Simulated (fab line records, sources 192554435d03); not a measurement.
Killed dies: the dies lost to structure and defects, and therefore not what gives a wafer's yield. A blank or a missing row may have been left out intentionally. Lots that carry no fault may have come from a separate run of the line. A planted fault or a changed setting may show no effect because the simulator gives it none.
Which tool was responsible? | flow n5Finfet | Sampling: 24 lots, 72 wafers, 5 of 1938 route steps

## WHAT EACH GAUGE READ, for each wafer
N5_BEOL_M11_CD_MEAS_18: pitch 140 nm, target cd 70 nm. Usual: 69.9 nm for cdNm, sd 0.51.
lot  | measured     | on       | cdNm (nm)      | flag
L075 | day 10 20:34 | cdSem-01 | 69.6 70.4 69.5 | 
L074 | day 10 21:44 | cdSem-01 | 69.6 70.2 70.1 | 
L076 | day 11 05:55 | cdSem-01 | 69.8 69.1 69.5 | 
L077 | day 11 14:24 | cdSem-03 | 69.8 69.0 69.7 | 
L078 | day 12 00:02 | cdSem-01 | 69.3 69.3 68.8 | 
L080 | day 12 06:52 | cdSem-02 | 70.1 70.0 70.2 | 
L079 | day 12 15:55 | cdSem-02 | 70.1 69.5 69.6 | 
L081 | day 12 15:44 | cdSem-02 | 70.5 69.7 70.8 | 
L083 | day 12 21:01 | cdSem-01 | 70.4 69.8 70.3 | 
L082 | day 13 03:11 | cdSem-01 | 69.8 70.4 69.6 | 
L084 | day 13 15:35 | cdSem-03 | 69.3 69.6 69.8 | 
L085 | day 13 20:02 | cdSem-03 | 69.6 69.4 69.6 | 
L086 | day 13 21:00 | cdSem-01 | 69.4 69.5 69.6 | 
L087 | day 14 09:41 | cdSem-01 | 69.9 69.9 69.4 | 
L089 | day 14 06:38 | cdSem-01 | 70.5 70.4 69.4 | 
L088 | day 14 09:26 | cdSem-03 | 70.6 70.0 70.3 | 
L090 | day 14 14:33 | cdSem-03 | 70.5 70.6 69.2 | 
L091 | day 14 15:04 | cdSem-01 | 70.3 69.9 69.8 | 
L094 | day 15 07:41 | cdSem-03 | 70.9 70.4 70.3 | 
L092 | day 15 08:09 | cdSem-01 | 70.1 70.5 70.0 | 
L093 | day 15 11:16 | cdSem-03 | 69.8 69.4 70.6 | 
L095 | day 16 06:59 | cdSem-01 | 70.3 69.9 69.9 | 
L096 | day 16 07:13 | cdSem-03 | 70.0 69.9 69.7 | 
L097 | day 16 20:32 | cdSem-02 | 69.0 69.5 70.6 | 

## EACH LOT AND THE TOOL THAT RAN IT (in order: tool; ch and the chambers of the sampled wafers; start)
lot  | N5_BEOL_M9_ALD_74                  | N5_BEOL_M9_ANNEAL_51            | N5_BEOL_M9_DEP_56               | N5_BEOL_M10_ETCH_66
L075 | aldMetal-02 ch 0,1, day 10 03:25   | rtpAnneal-01 ch 0, day 10 07:43 | pecvd-01 ch 0,1, day 10 08:23   | rieDiel-03 ch 1,2, day 10 11:26
L074 | aldMetal-01 ch 0,2, day 10 05:22   | rtpAnneal-01 ch 0, day 10 08:52 | pecvd-01 ch 0, day 10 09:32     | rieDiel-03 ch 1,2,3, day 10 14:21
L076 | aldMetal-02 ch 0,2, day 10 15:45   | rtpAnneal-01 ch 0, day 10 19:47 | pecvd-03 ch 0,1,2, day 10 20:24 | rieDiel-02 ch 0,1, day 10 23:14
L077 | aldMetal-01 ch 0,2,3, day 10 23:17 | rtpAnneal-01 ch 0, day 11 02:46 | pecvd-01 ch 1,2, day 11 03:21   | rieDiel-05 ch 0,2,3, day 11 07:28
L078 | aldMetal-02 ch 0,2,3, day 11 04:14 | rtpAnneal-01 ch 0, day 11 05:03 | pecvd-04 ch 0,2, day 11 05:40   | rieDiel-05 ch 0,3, day 11 13:11
L080 | aldMetal-01 ch 0,1, day 11 19:44   | rtpAnneal-01 ch 0, day 11 21:34 | pecvd-01 ch 0,1,2, day 11 22:13 | rieDiel-05 ch 1,2,3, day 12 01:14
L079 | aldMetal-01 ch 1,3, day 12 01:31   | rtpAnneal-01 ch 0, day 12 02:31 | pecvd-03 ch 1,2, day 12 03:12   | rieDiel-02 ch 2,3, day 12 09:20
L081 | aldMetal-01 ch 0,1,2, day 12 02:35 | rtpAnneal-02 ch 0, day 12 03:35 | pecvd-04 ch 1,2, day 12 04:14   | rieDiel-03 ch 0,1,2, day 12 09:10
L083 | aldMetal-01 ch 0,3, day 12 05:54   | rtpAnneal-01 ch 0, day 12 06:56 | pecvd-01 ch 0,1, day 12 07:31   | rieDiel-05 ch 2,3, day 12 13:13
L082 | aldMetal-04 ch 0,2,3, day 12 14:35 | rtpAnneal-01 ch 0, day 12 15:43 | pecvd-01 ch 0,2, day 12 16:19   | rieDiel-03 ch 1,2,3, day 12 21:43
L084 | aldMetal-04 ch 0,1,3, day 12 23:05 | rtpAnneal-02 ch 0, day 13 00:03 | pecvd-01 ch 0,1,2, day 13 00:42 | rieDiel-05 ch 1,2,3, day 13 05:44
L085 | aldMetal-01 ch 0,1,2, day 13 05:58 | rtpAnneal-02 ch 0, day 13 06:48 | pecvd-03 ch 0,2, day 13 07:25   | rieDiel-03 ch 1,2,3, day 13 14:17
L086 | aldMetal-04 ch 1,3, day 13 06:45   | rtpAnneal-02 ch 0, day 13 09:05 | pecvd-01 ch 0,1, day 13 09:44   | rieDiel-05 ch 1,2, day 13 14:28
L087 | aldMetal-02 ch 1,3, day 13 18:52   | rtpAnneal-02 ch 0, day 13 19:37 | pecvd-04 ch 0,1, day 13 20:16   | rieDiel-02 ch 1,2,3, day 14 01:17
L089 | aldMetal-01 ch 1,2,3, day 13 19:11 | rtpAnneal-01 ch 0, day 13 20:17 | pecvd-04 ch 0,1,2, day 13 20:58 | rieDiel-03 ch 0,1,2, day 14 00:45
L088 | aldMetal-01 ch 1,3, day 13 19:22   | rtpAnneal-01 ch 0, day 13 21:11 | pecvd-03 ch 0,2, day 13 22:05   | rieDiel-03 ch 0,1,2, day 14 01:18
L090 | aldMetal-04 ch 0,2,3, day 14 01:43 | rtpAnneal-01 ch 0, day 14 03:01 | pecvd-01 ch 0,1,2, day 14 03:40 | rieDiel-02 ch 0,1, day 14 08:13
L091 | aldMetal-02 ch 2,3, day 14 02:05   | rtpAnneal-01 ch 0, day 14 03:44 | pecvd-01 ch 0,2, day 14 04:23   | rieDiel-05 ch 1,2, day 14 08:22
L094 | aldMetal-04 ch 0,1,2, day 14 18:28 | rtpAnneal-01 ch 0, day 14 19:59 | pecvd-01 ch 0,2, day 14 20:39   | rieDiel-02 ch 1,2,3, day 15 00:34
L092 | aldMetal-02 ch 0,3, day 14 18:48   | rtpAnneal-02 ch 0, day 14 20:22 | pecvd-03 ch 1,2, day 14 21:02   | rieDiel-03 ch 1,3, day 15 00:47
L093 | aldMetal-01 ch 0,1, day 14 23:28   | rtpAnneal-01 ch 0, day 15 00:35 | pecvd-03 ch 1,2, day 15 01:16   | rieDiel-02 ch 0,2,3, day 15 04:34
L095 | aldMetal-02 ch 1,2,3, day 15 13:46 | rtpAnneal-01 ch 0, day 15 14:32 | pecvd-03 ch 0,1, day 15 15:11   | rieDiel-03 ch 0,1,2, day 15 22:35
L096 | aldMetal-01 ch 2,3, day 15 19:26   | rtpAnneal-01 ch 0, day 15 20:22 | pecvd-01 ch 1,2, day 15 20:59   | rieDiel-05 ch 0,3, day 16 00:49
L097 | aldMetal-01 ch 0,2, day 16 07:11   | rtpAnneal-01 ch 0, day 16 08:56 | pecvd-04 ch 0,1, day 16 09:36   | rieDiel-05 ch 1,2,3, day 16 14:06
- N5_BEOL_M9_ALD_74: deposits TaN, target thk 2 nm, pulse time 2 s, purge time 3 s.
- N5_BEOL_M9_ANNEAL_51: time 90 s.
- N5_BEOL_M9_DEP_56: deposits SiCN from 3MS/NH3, target thk 15 nm, time 26.5 s.
- N5_BEOL_M10_ETCH_66: etches SOC in N2/H2, target depth 120 nm, overetch 24 nm, time 180 s.

## WHAT THE TOOLS THEMSELVES READ (means of the sampled wafers that have a number; where no wafer has one, the mark that the record gives instead)
N5_BEOL_M9_ALD_74. Usual: chamberPressureTorr 2.999 Torr, standard deviation 0.0061; heaterPowerW 403 W, standard deviation 34.
lot  | tool        | chamberPressureTorr (Torr) | heaterPowerW (W) | flag
L075 | aldMetal-02 | 3.003                      | 422              | 
L074 | aldMetal-01 | 3.003                      | 421              | 
L076 | aldMetal-02 | 2.995                      | 454              | 
L077 | aldMetal-01 | 3.000                      | 411              | 
L078 | aldMetal-02 | 2.999                      | 440              | 
L080 | aldMetal-01 | 2.996                      | 403              | 
L079 | aldMetal-01 | 2.994                      | 366              | 
L081 | aldMetal-01 | 3.001                      | 403              | 
L083 | aldMetal-01 | 3.001                      | 403              | 
L082 | aldMetal-04 | 3.000                      | 366              | 
L084 | aldMetal-04 | 3.001                      | 367              | 
L085 | aldMetal-01 | 2.999                      | 400              | 
L086 | aldMetal-04 | 3.002                      | 365              | 
L087 | aldMetal-02 | 2.992                      | 416              | 
L089 | aldMetal-01 | 3.004                      | 386              | 
L088 | aldMetal-01 | 3.001                      | 366              | 
L090 | aldMetal-04 | 2.999                      | 372              | 
L091 | aldMetal-02 | 3.003                      | 435              | 
L094 | aldMetal-04 | 2.990                      | 377              | 
L092 | aldMetal-02 | 2.998                      | 425              | 
L093 | aldMetal-01 | 2.995                      | 412              | 
L095 | aldMetal-02 | 3.000                      | 445              | 
L096 | aldMetal-01 | 2.998                      | 398              | 
L097 | aldMetal-01 | 3.001                      | 424              | 

N5_BEOL_M9_ANNEAL_51. Usual: 225.61 for wafer_temp_C_max, sd 0.25.
lot  | tool         | wafer_temp_C_max | flag
L075 | rtpAnneal-01 | 225.60           | 
L074 | rtpAnneal-01 | 225.44           | 
L076 | rtpAnneal-01 | 225.54           | 
L077 | rtpAnneal-01 | 225.42           | 
L078 | rtpAnneal-01 | 225.30           | 
L080 | rtpAnneal-01 | 225.60           | 
L079 | rtpAnneal-01 | 225.48           | 
L081 | rtpAnneal-02 | 225.75           | 
L083 | rtpAnneal-01 | 225.62           | 
L082 | rtpAnneal-01 | 225.33           | 
L084 | rtpAnneal-02 | 225.84           | 
L085 | rtpAnneal-02 | 225.90           | 
L086 | rtpAnneal-02 | 225.79           | 
L087 | rtpAnneal-02 | 226.17           | 
L089 | rtpAnneal-01 | 225.58           | 
L088 | rtpAnneal-01 | 225.77           | 
L090 | rtpAnneal-01 | 225.78           | 
L091 | rtpAnneal-01 | 225.63           | 
L094 | rtpAnneal-01 | 225.72           | 
L092 | rtpAnneal-02 | 225.86           | 
L093 | rtpAnneal-01 | 225.38           | 
L095 | rtpAnneal-01 | 225.39           | 
L096 | rtpAnneal-01 | 225.56           | 
L097 | rtpAnneal-01 | 225.60           | 

N5_BEOL_M9_DEP_56. Usual: chamberPressureTorr 3.000 Torr, standard deviation 0.0061; showerheadPlenumPTorr 3.660 Torr, standard deviation 0.016; throttleValvePct 8.7 %, standard deviation 0.47.
lot  | tool     | chamberPressureTorr (Torr) | showerheadPlenumPTorr (Torr) | throttleValvePct (%) | flag
L075 | pecvd-01 | 2.996                      | 3.650                        | 8.4                  | 
L074 | pecvd-01 | 2.998                      | 3.646                        | 8.4                  | 
L076 | pecvd-03 | 3.003                      | 3.673                        | 9.2                  | 
L077 | pecvd-01 | 3.000                      | 3.653                        | 8.9                  | 
L078 | pecvd-04 | 3.001                      | 3.666                        | 8.5                  | 
L080 | pecvd-01 | 3.002                      | 3.653                        | 8.5                  | 
L079 | pecvd-03 | 3.002                      | 3.660                        | 8.6                  | 
L081 | pecvd-04 | 3.013                      | 3.664                        | 8.7                  | 
L083 | pecvd-01 | 3.000                      | 3.645                        | 8.3                  | 
L082 | pecvd-01 | 3.005                      | 3.656                        | 8.3                  | 
L084 | pecvd-01 | 3.003                      | 3.649                        | 8.6                  | 
L085 | pecvd-03 | 3.005                      | 3.681                        | 9.6                  | 
L086 | pecvd-01 | 3.006                      | 3.641                        | 8.3                  | 
L087 | pecvd-04 | 3.001                      | 3.674                        | 9.2                  | 
L089 | pecvd-04 | 3.002                      | 3.665                        | 8.8                  | 
L088 | pecvd-03 | 2.998                      | 3.662                        | 9.2                  | 
L090 | pecvd-01 | 3.001                      | 3.654                        | 8.4                  | 
L091 | pecvd-01 | 3.005                      | 3.658                        | 8.5                  | 
L094 | pecvd-01 | 2.995                      | 3.654                        | 8.3                  | 
L092 | pecvd-03 | 2.996                      | 3.665                        | 8.7                  | 
L093 | pecvd-03 | 2.994                      | 3.663                        | 8.8                  | 
L095 | pecvd-03 | 3.003                      | 3.691                        | 9.1                  | 
L096 | pecvd-01 | 3.001                      | 3.657                        | 8.4                  | 
L097 | pecvd-04 | 3.003                      | 3.673                        | 9.1                  | 

N5_BEOL_M10_ETCH_66. Usual: drypumpMotorCurrentA 5.9 A, standard deviation 0.44; h2FlowSccm 200.0 sccm, standard deviation 0.67; oesProductAu 0.66 a.u., standard deviation 0.084; rfVppV 523.3 V, standard deviation 2.2; showerheadPlenumPTorr 2.52 Torr, standard deviation 0.078; throttleValvePct 17.72 %, standard deviation 0.25.
lot  | tool       | drypumpMotorCurrentA (A) | h2FlowSccm (sccm) | oesProductAu (a.u.) | rfVppV (V) | showerheadPlenumPTorr (Torr) | throttleValvePct (%) | flag
L075 | rieDiel-03 | 6.1                      | 199.9             | 0.68                | 524.0      | 2.52                         | 17.61                | 
L074 | rieDiel-03 | 5.9                      | 199.5             | 0.66                | 523.7      | 2.51                         | 17.62                | 
L076 | rieDiel-02 | 5.7                      | 199.8             | 0.58                | 523.3      | 2.54                         | 17.88                | 
L077 | rieDiel-05 | 5.9                      | 199.9             | 0.60                | 524.2      | 2.57                         | 17.81                | 
L078 | rieDiel-05 | 6.3                      | 200.1             | 0.55                | 526.8      | 2.62                         | 18.11                | 
L080 | rieDiel-05 | 5.7                      | 199.3             | 0.60                | 524.3      | 2.57                         | 17.92                | 
L079 | rieDiel-02 | 5.9                      | 200.2             | 0.68                | 521.6      | 2.46                         | 17.76                | 
L081 | rieDiel-03 | 6.0                      | 199.7             | 0.72                | 522.7      | 2.50                         | 17.57                | 
L083 | rieDiel-05 | 5.8                      | 200.3             | 0.65                | 523.3      | 2.52                         | 17.73                | 
L082 | rieDiel-03 | 5.9                      | 200.5             | 0.63                | 523.3      | 2.51                         | 17.64                | 
L084 | rieDiel-05 | 5.7                      | 201.2             | 0.68                | 524.0      | 2.56                         | 17.81                | 
L085 | rieDiel-03 | 5.9                      | 199.7             | 0.63                | 523.2      | 2.50                         | 17.66                | 
L086 | rieDiel-05 | 5.3                      | 199.8             | 0.75                | 524.2      | 2.56                         | 17.62                | 
L087 | rieDiel-02 | 5.7                      | 199.9             | 0.63                | 523.2      | 2.51                         | 17.81                | 
L089 | rieDiel-03 | 6.0                      | 200.5             | 0.70                | 523.0      | 2.49                         | 17.60                | 
L088 | rieDiel-03 | 6.1                      | 200.2             | 0.69                | 522.6      | 2.49                         | 17.61                | 
L090 | rieDiel-02 | 6.1                      | 201.2             | 0.57                | 519.8      | 2.42                         | 17.96                | 
L091 | rieDiel-05 | 5.4                      | 200.0             | 0.70                | 523.2      | 2.51                         | 17.55                | 
L094 | rieDiel-02 | 5.7                      | 200.6             | 0.62                | 523.4      | 2.51                         | 17.82                | 
L092 | rieDiel-03 | 6.0                      | 200.2             | 0.56                | 523.0      | 2.52                         | 17.78                | 
L093 | rieDiel-02 | 6.0                      | 200.0             | 0.63                | 519.5      | 2.41                         | 17.86                | 
L095 | rieDiel-03 | 6.0                      | 199.9             | 0.67                | 523.2      | 2.49                         | 17.64                | 
L096 | rieDiel-05 | 6.2                      | 199.5             | 0.75                | 525.2      | 2.60                         | 17.72                | 
L097 | rieDiel-05 | 5.7                      | 200.1             | 0.71                | 523.5      | 2.55                         | 17.72                | 

## THE ANSWER, worked out from the rows above alone
Rule: a lot is off if the mean of its wafers that have a number lies more than 3 standard deviations from the usual mean. A lot without any number at a reading at which 4 lots or more have one is off too. The other lots that the step has rows for count as sound. Order of review: gauges by route order, followed by the tools' own readings, for which a lot's mean as printed above is used. The first step at which some lot is off is used, and at that step the reading that is off furthest; a lot without a number counts as furthest.
Across all readings shown, no lot is off: no conclusion can be drawn from this.

## WHAT THE SIMULATOR HAD INSERTED
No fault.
